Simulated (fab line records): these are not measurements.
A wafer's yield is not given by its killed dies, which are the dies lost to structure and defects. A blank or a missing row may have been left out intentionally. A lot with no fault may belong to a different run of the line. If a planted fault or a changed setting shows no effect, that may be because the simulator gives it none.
Matching of chambers | flow nand harc | NHARC_P_M1_CMP_23 on cmp-03 has 4 sister chambers
The step polishes, t overpolish 20 s, target thk 157.82 nm. 8 wafers are shown with their chamber, then 8 later ones without.

## WAFERS PAIRED WITH THEIR CHAMBERS
wafer  | chamber | motor current A (A) | time to endpoint s (s)
L074.1 | 1       | 14.2                | 25.2
L083.1 | 3       | 12.9                | 28.1
L083.5 | 0       | 15.7                | 25.6
L088.1 | 3       | 12.1                | 26.2
L088.2 | 0       | 15.4                | 26.6
L089.5 | 1       | 14.3                | 23.6
L089.6 | 2       | 12.1                | 24.7
L090.1 | 2       | 11.8                | 24.9

## WAFERS MISSING THEIR CHAMBER
wafer  | motor current A (A) | time to endpoint s (s)
L090.3 | 12.9                | 30.0
L090.5 | 11.6                | 25.1
L091.4 | 12.1                | 25.3
L091.5 | 11.3                | 26.8
L091.6 | 12.9                | 28.5
L093.1 | 14.1                | 25.7
L093.3 | 15.8                | 25.8
L093.4 | 11.9                | 24.3

## WHICH CHAMBER EACH ONE RAN IN
wafer  | from the rows above     | in truth
L090.3 | 3                       | 3
L090.5 | 2                       | 2
L091.4 | can't be placed: 2 or 3 | 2
L091.5 | can't be placed: 2 or 3 | 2
L091.6 | 3                       | 3
L093.1 | 1                       | 1
L093.3 | 0                       | 0
L093.4 | 2                       | 2
Correct placement for 6 of the 8. Cannot be placed on the basis of these rows: 2; the candidates contain the true chamber in 2. Wrongly placed: 0.
How it was worked out, from the rows above alone: a wafer's distance from a chamber is the root of the sum, over the readings, of the square of ((its reading less the chamber's mean) divided by the reading's scatter). The wafer belongs to the nearest chamber; if the next one is less than 2 further off, it can't be placed. Each chamber's mean is taken over the wafers shown for it. The scatter: the root of (the sum of the squares of (reading less its chamber's mean) over the shown wafers, divided by (wafers less chambers)).
